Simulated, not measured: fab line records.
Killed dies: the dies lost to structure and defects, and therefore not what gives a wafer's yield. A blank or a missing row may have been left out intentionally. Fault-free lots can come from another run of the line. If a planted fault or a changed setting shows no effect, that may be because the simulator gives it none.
fab line records ; flow n5_finfet ; part 1 of 2: steps 1 to 39 of 40
record: lots: 5; wafers: 15; last_day: 22
route steps=1938 shown HKMG_FIN@461 GATE_CUT@465 BEOL_M4@1111 PASSIVATION@1936
lots that met no fault: from a run of the same line without faults
start_h: start of the lot's first displayed wafer, in hours after the record's first day ; wait_h: hours from the lot's prior step to this one ; " the same as in the row above ; L1.1+2: a row that stands for several wafers ; - either no value or no given start ; * or withheld: withheld ; < > ~ a bound
route shown NAME@n: names a module that has steps shown in the file, with the first one's number in the route ; usual: mean/standard deviation taken from wafers without a fault ; same: alike in all rows ; chamber/n: place in a boat ; sites: each site's reading ; _std_site: their standard deviation ; _edge_site: outer sites' mean less inner sites' ; radius_mm: how far each site lies from the wafer's centre ; mask NAME#n: copy n ; behind: the last tool/chamber to shape the wafer ; hold: reason for holding the lot/hours on hold/outcome of the hold ; device: the n, p or np transistor that did not switch ; end of line: tests of these same wafers at the route's end ; a step with no rows: only its recipe ; killed: count of dies lost to structure and defects at first sort (not the wafer's yield) ; map: shows each die of a wafer: x if killed, . if not, _ if none is there
set.NAME: the setting that was run; set.NAME@STEP: the one run at that earlier step ; model.NAME: the simulator's own value behind a step, which no gauge read
lots at some steps of the route; a table a step, a row a wafer
services: from which hour (start_h, from the record's first day; less than 0 if before it) a tool's chamber was out of use, for how many hours, and why
== steps ==
step: N5_HKMG_FIN_CMP_23
recipe: stop_on: SiNx; t_overpolish_s: 10; post_cmp_clean: rinse_only; down_force_psi: 4; platen_rpm: 50.289; pad_velocity_m_s: 1.0006; target_thk_nm: 46.326
step: N5_HKMG_FIN_CMP_94
recipe: stop_on: SiNx; post_cmp_clean: w_dilute_nh4oh; t_overpolish_s: 4.7; down_force_psi: 4; platen_rpm: 50.289; pad_velocity_m_s: 1.0006; target_thk_nm: 43.299
step: N5_GATE_CUT_ETCHBACK_00
recipe: chemistry: SF6/Cl2; target: W; pressure_mtorr: 8; icp_w: 900; bias_w: 80; SF6_flow_sccm: 40; Cl2_flow_sccm: 60
step: N5_GATE_CUT_ETCH_56
recipe: chemistry: Cl2/Ar; target: TiN; target_depth_a: 216; pressure_mtorr: 10; icp_w: 600; bias_w: 60; Cl2_flow_sccm: 40; Ar_flow_sccm: 60
step: N5_GATE_CUT_ETCHBACK_30
recipe: chemistry: Cl2/Ar; target: TiN; target_depth_a: 30; mode: isotropic; pressure_mtorr: 10; icp_w: 600; bias_w: 60; Cl2_flow_sccm: 40; Ar_flow_sccm: 60
step: N5_GATE_CUT_VAPOR_ETCH_60
recipe: chemistry: BCl3/Cl2; target: HfO2; mode: isotropic
step: N5_GATE_CUT_ETCH_58
recipe: chemistry: CH3F/O2; target: SiNx; target_depth_a: 170; time_s: 128.6; ion_energy_ev: 50; pressure_mtorr: 30; source_w: 415; bias_w: 21; Ar_flow_sccm: 150; CH3F_flow_sccm: 30; O2_flow_sccm: 20
step: N5_GATE_CUT_STRIP_59
recipe: chemistry: N2/H2; time_s: 20; power_w: 100; temp_c: 40; pressure_mtorr: 100; rf_frequency_hz: 6e+07; bias_power_w: 3; n2_flow_sccm: 300; h2_flow_sccm: 300
step: N5_GATE_CUT_PRECLEAN_31
recipe: temp_c: 23; chemistry: DIW; time_s: 300
step: N5_GATE_CUT_SRD_32
recipe: time_s: 30; temp_c: 23; rinse_liquid: diw; dry: ipa_marangoni
step: N5_GATE_CUT_SAC_CAP_01
recipe: material: SiNx; target_thk_a: 240; temp_c: 400; ald_precursor_family: SiH2I2; ald_co_reactant: N2/H2-plasma; pulse_time_s: 1; ald_cycles: 480; purge_time_s: 2; co_reactant_purge_time_s: 2; pressure_torr: 2
usual: ald_cycles: 480/0; chamber_pressure_Torr: 1.999/0.0043; co_reactant_purge_time_s: 2/0; heater_power_w: 844/94; precursor_pulse_height_rel: 1.001/0.02
lot.wafer;tool;chamber;start_h;wait_h;ald_cycles;chamber_pressure_Torr;co_reactant_purge_time_s;heater_power_w;precursor_pulse_height_rel
L578.3;ald_sin-04;3;189.17;0.0;-;-;-;-;-
L578.4;ald_sin-04;1;189.17;0.0;-;-;-;-;-
L578.6;ald_sin-04;3;190.26;1.1;-;-;-;-;-
L579.2;ald_sin-04;0;193.01;0.0;-;-;-;-;-
L579.3;ald_sin-04;1;193.01;0.0;-;-;-;-;-
L579.6;ald_sin-04;1;194.10;1.1;-;-;-;-;-
L580.2;ald_sin-03;0;200.03;0.0;-;-;-;-;-
L580.3;ald_sin-03;2;200.03;0.0;-;-;-;-;-
L580.4;ald_sin-03;1;200.03;0.0;-;-;-;-;-
L582.1;ald_sin-03;1;214.57;0.0;480;1.999;2;732;0.977
L582.2;ald_sin-03;3;214.57;0.0;480;1.998;2;813;0.958
L582.5;ald_sin-03;0;215.65;1.1;480;2.004;2;785;0.987
L583.1;ald_sin-04;2;224.00;0.0;480;1.995;2;790;0.972
L583.2;ald_sin-04;3;224.00;0.0;480;1.998;2;978;1.028
L583.6;ald_sin-04;3;225.09;1.1;480;2.002;2;992;1.023
step: N5_GATE_CUT_PECVD_57
recipe: material: SiNx; target_thk_a: 210; temp_c: 400; precursor: SiH4/NH3/N2; pressure_torr: 1.5; rf_w: 300
step: N5_GATE_CUT_CMP_02
recipe: stop_on: SiO2; t_overpolish_s: 12.7; post_cmp_clean: alkaline_brush; down_force_psi: 2.5; platen_rpm: 51.8; pad_velocity_m_s: 1.0307; target_thk_nm: 0
step: N5_GATE_CUT_HM_DEP_46
recipe: material: SiO2; target_thk_a: 1300; temp_c: 400; precursor: TEOS/O2; pressure_torr: 6.5; rf_w: 900; teos_flow_sccm: 161.4; gas: O2; flow_sccm: 2650; time_s: 26.6
step: N5_GATE_CUT_COAT_34
recipe: resist: SOC; temp_c: 250; time_s: 60; spin_rpm: 1500; resist_thk_nm: 60
step: N5_GATE_CUT_COAT_35
recipe: resist: SiARC; temp_c: 220; time_s: 60; spin_rpm: 1500; resist_thk_nm: 10
step: N5_GATE_CUT_COAT_27
recipe: resist: underlayer; temp_c: 205; time_s: 60; spin_rpm: 1500; resist_thk_nm: 10
step: N5_GATE_CUT_COAT_07
recipe: resist: CAR-EUV; spin_rpm: 1500; resist_thk_nm: 30
step: N5_GATE_CUT_EBR_09
recipe: solvent: PGMEA; ebr_width_mm: 1.5
step: N5_GATE_CUT_SOFTBAKE_08
recipe: temp_c: 110; time_s: 60; resist: CAR-EUV
step: N5_GATE_CUT_EXPOSE_10
recipe: mask_id: GATE_CUT; na: 0.33; source_shape: annular; sigma_inner: 0.35; sigma_outer: 0.8; polarization: unpolarized; target_cd_nm: 20; dose_mj: 43.25
step: N5_GATE_CUT_PEB_11
recipe: peb_temp_c: 100; peb_time_s: 60; resist: CAR-EUV
step: N5_GATE_CUT_DEVELOP_12
recipe: develop_time_s: 30; developer: TMAH; resist: CAR-EUV; rinse_liquid: surfactant_rinse; dry: air_spin; dev_temp_c: 23
step: N5_GATE_CUT_DESCUM_18
recipe: chemistry: O2; time_s: 7; source_power_w: 50; bias_power_w: 20; pressure_mtorr: 20; rf_frequency_hz: 2.712e+07; temp_c: 40; resist: CAR-EUV; o2_flow_sccm: 225
step: N5_GATE_CUT_ETCH_28
recipe: chemistry: N2/H2; target: underlayer; target_depth_a: 130; mask_material: CAR-EUV; time_s: 10.4; ion_energy_ev: 200; pressure_mtorr: 30; source_w: 840; bias_w: 150; n2_flow_sccm: 200; h2_flow_sccm: 200; ends: cleared
step: N5_GATE_CUT_ETCH_36
recipe: chemistry: CF4; target: SiARC; target_depth_a: 130; mask_material: CAR-EUV; time_s: 21.7; ion_energy_ev: 80; pressure_mtorr: 40; source_w: 545; bias_w: 36; Ar_flow_sccm: 100; cf4_flow_sccm: 100; ends: cleared
step: N5_GATE_CUT_ETCH_37
recipe: chemistry: N2/H2; target: SOC; target_depth_a: 600; overetch_a: 120; mask_material: SiARC; temp_c: 40; time_s: 90; ion_energy_ev: 200; pressure_mtorr: 30; source_w: 840; bias_w: 150; n2_flow_sccm: 200; h2_flow_sccm: 200
step: N5_GATE_CUT_STRIP_38
recipe: chemistry: N2/H2; temp_c: 40; n2_flow_sccm: 200; h2_flow_sccm: 200; rf_frequency_hz: 6e+07
step: N5_GATE_CUT_STRIP_39
recipe: chemistry: N2/H2; temp_c: 40; n2_flow_sccm: 200; h2_flow_sccm: 200; rf_frequency_hz: 6e+07
step: N5_GATE_CUT_HM_OPEN_40
recipe: chemistry: C4F6/O2; target: SiO2; mask_material: SiARC; target_depth_a: 1390; time_s: 85.1; ion_energy_ev: 250; pressure_mtorr: 30; source_w: 345; bias_w: 185; Ar_flow_sccm: 300; C4F6_flow_sccm: 10; O2_flow_sccm: 10; ends: cleared
step: N5_GATE_CUT_STRIP_41
recipe: chemistry: CF4; resist: SiARC; power_w: 300; bias_power_w: 75; pressure_mtorr: 50; cf4_flow_sccm: 150; rf_frequency_hz: 6e+07
step: N5_GATE_CUT_STRIP_42
recipe: chemistry: O2; power_w: 400; temp_c: 40; pressure_mtorr: 30; rf_frequency_hz: 6e+07; bias_power_w: 0; overash_fraction: 0.3; o2_flow_sccm: 225
step: N5_GATE_CUT_ETCH_19
recipe: chemistry: CH3F/O2; target: SiNx; mask_material: SiO2; target_depth_a: 537; time_s: 76.7; pressure_mtorr: 30; source_w: 395; bias_w: 73; Ar_flow_sccm: 150; CH3F_flow_sccm: 30; O2_flow_sccm: 20; ion_energy_ev: 120; ends: cleared
usual: drypump_motor_current_A: 5.9/0.38; etch_rf_on_time_s: 76.9/0.9; mfc_ar_sccm: 150.0/0.46; oes_product_au: 0.69/0.077; rf_vpp_V: 296/3.6; showerhead_plenum_p_Torr: 1.99/0.063; throttle_valve_pct: 16.34/0.17
lot.wafer;tool;chamber;start_h;wait_h;drypump_motor_current_A;etch_rf_on_time_s;mfc_ar_sccm;oes_product_au;rf_hours_counter_h;rf_vpp_V;showerhead_plenum_p_Torr;throttle_valve_pct;model.SiO2_of_GATE_CUT_HM_DEP_46.thk_nm;model.GATE_CUT.cd_nm
L578.3;rie_diel-06;1;192.76;0.0;6.3;6.0;149.4;0.35;15;291;1.97;16.29;130.8;19.4
L578.4;rie_diel-06;0;192.76;0.0;6.5;6.0;150.7;0.29;149;297;2.09;16.30;132.6;19.4
L578.6;rie_diel-06;1;192.76;0.0;6.3;6.0;149.7;0.35;-;292;1.97;16.31;131.4;19.2
L579.2;rie_diel-01;2;196.68;0.0;5.7;6.0;149.3;0.31;78;300;2.02;16.45;131.2;19.2
L579.3;rie_diel-01;0;196.68;0.0;5.4;6.0;149.9;0.35;16;294;1.97;16.23;127.8;19
L579.6;rie_diel-01;2;196.68;0.0;5.7;6.0;150.1;0.30;-;301;2.02;16.47;130;19.4
L580.2;rie_diel-01;3;203.60;0.0;6.1;6.0;149.9;0.33;36;292;2.03;16.08;130.8;19
L580.3;rie_diel-01;2;203.60;0.0;5.7;6.0;149.6;0.30;81;300;2.02;16.48;128.8;19.2
L580.4;rie_diel-01;0;203.60;0.0;5.4;6.0;150.5;0.34;19;294;1.97;16.24;131.4;19
L582.1;rie_diel-03;2;218.03;0.0;5.8;76.8;151.0;0.70;65;294;2.03;16.29;124.6;20.2
L582.2;rie_diel-03;1;218.03;0.0;5.2;77.8;150.6;0.58;234;300;2.05;16.26;123.6;20.2
L582.5;rie_diel-03;3;218.03;0.0;6.2;77.7;150.0;0.68;-;291;1.93;16.19;127;20.2
L583.1;rie_diel-06;3;227.39;0.0;5.8;77.9;149.7;0.58;246;293;1.89;16.29;123.4;20.2
L583.2;rie_diel-06;0;227.39;0.0;6.5;78.0;150.5;0.65;160;300;2.08;16.34;124.8;20.2
L583.6;rie_diel-06;2;227.39;0.0;5.5;76.9;150.6;0.67;-;296;2.02;16.32;128.6;20.2
step: N5_GATE_CUT_CUT_ETCH_53
recipe: chemistry: SF6/Cl2; target: W; mask_material: SiO2; target_depth_a: 792; pressure_mtorr: 8; icp_w: 900; bias_w: 80; SF6_flow_sccm: 40; Cl2_flow_sccm: 60; ends: cleared
step: N5_GATE_CUT_CUT_ETCH_54
recipe: chemistry: Cl2/BCl3; target: TiN; mask_material: SiO2; target_depth_a: 967; pressure_mtorr: 10; icp_w: 1000; bias_w: 126; Cl2_flow_sccm: 53.25; bcl3_flow_sccm: 21.75; Ar_flow_sccm: 25; ends: cleared
step: N5_GATE_CUT_CUT_ETCH_55
recipe: chemistry: BCl3; target: HfO2; mask_material: SiO2; target_depth_a: 32; ion_energy_ev: 30; pressure_mtorr: 5; icp_w: 450; bias_w: 18; bcl3_flow_sccm: 80
step: N5_GATE_CUT_ETCH_47
recipe: chemistry: Cl2/BCl3; target: SiO2; target_depth_a: 100; pressure_mtorr: 10; icp_w: 1000; bias_w: 126; Cl2_flow_sccm: 53.25; bcl3_flow_sccm: 21.75; Ar_flow_sccm: 25
usual: drypump_motor_current_A: 5.6/0.32; mfc_ar_sccm: 25.00/0.071; oes_product_au: 0.72/0.074; throttle_valve_pct: 22.81/0.094
lot.wafer;tool;chamber;start_h;wait_h;drypump_motor_current_A;mfc_ar_sccm;oes_product_au;rf_hours_counter_h;throttle_valve_pct;model.GATE_CUT.cd_nm
L578.3;rie_metal-02;1;193.08;0.0;5.7;24.94;0.62;-;22.94;18.8
L578.4;rie_metal-02;0;193.08;0.0;6.3;25.04;0.78;-;22.78;19.6
L578.6;rie_metal-02;0;193.08;0.0;6.3;24.94;0.78;-;22.81;19.4
L579.2;rie_metal-03;0;196.94;0.0;5.4;25.11;0.67;84;22.72;19.2
L579.3;rie_metal-03;0;196.94;0.0;5.3;25.08;0.67;-;22.74;19.2
L579.6;rie_metal-03;0;196.94;0.0;5.3;24.95;0.67;-;22.74;19.4
L580.2;rie_metal-01;0;203.86;0.0;5.5;24.93;0.66;96;22.70;18.8
L580.3;rie_metal-01;0;203.86;0.0;5.5;24.99;0.66;-;22.71;18.8
L580.4;rie_metal-01;1;203.86;0.0;5.9;24.91;0.66;-;22.98;18.6
L582.1;rie_metal-01;1;218.29;0.0;5.9;24.94;0.66;94;22.99;20.2
L582.2;rie_metal-01;0;218.29;0.0;5.6;24.93;0.66;98;22.69;19.8
L582.5;rie_metal-01;1;218.29;0.0;5.9;24.91;0.66;-;22.99;20.4
L583.1;rie_metal-02;0;227.80;0.1;6.2;24.96;0.77;45;22.82;20.6
L583.2;rie_metal-02;0;227.80;0.1;6.2;25.00;0.78;-;22.81;20.4
L583.6;rie_metal-02;0;227.80;0.1;6.2;25.05;0.77;-;22.83;20.2
step: N5_GATE_CUT_CMP_23
recipe: stop_on: SiO2; t_overpolish_s: 23.4; post_cmp_clean: alkaline_brush; down_force_psi: 2.5; platen_rpm: 51.8; pad_velocity_m_s: 1.0307; target_thk_nm: 16
usual: edge_zone_pressure_frac: 1.000/0.005; motor_current_A: 9.2/1; overpolish_run_s: 23.401/0.0091; time_to_endpoint_s: 19.6/2.1
lot.wafer;tool;chamber;start_h;wait_h;edge_zone_pressure_frac;motor_current_A;overpolish_run_s;time_to_endpoint_s;model.SiO2_of_GATE_CUT_HM_DEP_46.thk_nm
L578.4;cmp-01;0;194.89;0.8;1.001;9.2;23.401;19.7;111.6
L578.3;cmp-01;3;194.89;0.8;1.001;10.1;23.397;19.9;109.6
L578.6;cmp-01;1;194.89;0.8;1.001;6.5;23.413;18.7;110.4
L579.2;cmp-01;0;198.72;0.8;0.999;9.6;23.416;20.7;110.2
L579.3;cmp-01;1;198.72;0.8;1.004;7.2;23.409;18.8;106.6
L579.6;cmp-01;1;198.72;0.8;1.004;6.9;23.409;18.0;108.8
L580.4;cmp-01;2;205.64;0.8;0.999;10.6;23.403;21.7;110.2
L580.2;cmp-01;0;205.64;0.8;1.004;9.2;23.388;21.1;109.6
L580.3;cmp-01;1;205.64;0.8;0.997;7.1;23.416;19.7;107.6
L582.2;cmp-03;0;220.11;0.8;0.999;9.2;23.395;19.9;102.2
L582.1;cmp-03;1;220.11;0.8;1.004;9.3;23.406;18.7;103.2
L582.5;cmp-03;3;220.11;0.8;1.007;9.6;23.391;21.1;105.6
L583.1;cmp-01;2;229.70;0.8;0.997;9.8;23.401;18.1;102.2
L583.2;cmp-01;3;229.70;0.8;1.001;11.4;23.395;18.7;103.6
L583.6;cmp-01;3;229.70;0.8;0.997;10.0;23.385;21.2;107.6
step: N5_BEOL_M4_RC_MEAS_101
usual: DIBL_N: 36.3/1.1; DIBL_P: 36.3/1.4; IOFF_N: 0.155/0.019; IOFF_P: 0.211/0.027; ION_N: 672/8.5; ION_P: 462/5.8; SS_N: 71.5/0.56; SS_P: 73.3/0.52; VT_N: 249.9/2.5; VT_P: -249.8/2.8
lot.wafer;tool;chamber;start_h;wait_h;DIBL_N[mV/V];DIBL_P[mV/V];IOFF_N[nA/um];IOFF_P[nA/um];ION_N[uA/um];ION_P[uA/um];SS_N[mV/dec];SS_P[mV/dec];VT_N[mV];VT_P[mV]
L583.1;prober-02;0;364.38;0.0;35.9;34.7;0.147;0.209;663;460;72.1;73.2;251.5;-247.4
L583.2;prober-02;0;364.38;0.0;38.3;37.1;0.191;0.245;680;464;72.3;73.6;247.8;-247.4
L583.6;prober-02;0;364.38;0.0;36.6;35.4;0.158;0.219;677;466;72.4;73.8;249.6;-251.6
L582.1;prober-01;0;400.81;0.0;36.4;35.7;0.167;0.213;677;456;72.0;73.1;249.3;-249.3
L582.2;prober-01;0;400.81;0.0;35.8;35.1;0.154;0.208;673;455;72.6;73.7;249.8;-249.9
L582.5;prober-01;0;400.81;0.0;35.6;34.6;0.155;0.197;673;460;72.1;73.2;248.3;-250.5
== key ==
first_sign: step: N5_GATE_CUT_SAC_CAP_01; reading: tool_record; direction: missing
effect: step: N5_GATE_CUT_ETCH_19; reading: etch_rf_on_time_s; direction: down; sigmas: 79; usual: *; struck: *
effect: step: N5_PASSIVATION_PROBE_49; reading: killed_at_front_end; direction: up; sigmas: 99+; usual: 38; struck: 1168
model_effect: step: N5_GATE_CUT_ETCH_19; value: SiO2_of_GATE_CUT_HM_DEP_46.thk_nm; without: 126.4; struck: 130.5
model_effect: step: N5_GATE_CUT_ETCH_47; value: GATE_CUT.cd_nm; without: 19.76; struck: 19.09
model_effect: step: N5_GATE_CUT_CMP_23; value: SiO2_of_GATE_CUT_HM_DEP_46.thk_nm; without: 105.3; struck: 109.4
met_at N5_GATE_CUT_SAC_CAP_01
struck_wafers L578.3,L578.4,L578.6,L579.2,L579.3,L579.6,L580.2,L580.3,L580.4
later_rows_left_out L578.3,L578.4,L578.6,L579.2,L579.3,L579.6,L580.2,L580.3,L580.4
fault: kind: skipped_step_whole; tool: ald_sin-03,ald_sin-04; chamber: -; onset_h: 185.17; steps: N5_GATE_CUT_SAC_CAP_01; scope: struck_lots_only
later_rows_left_out: the simulator's readings of these wafers behind a module that went badly wrong aren't trusted and aren't shown, but for the sort
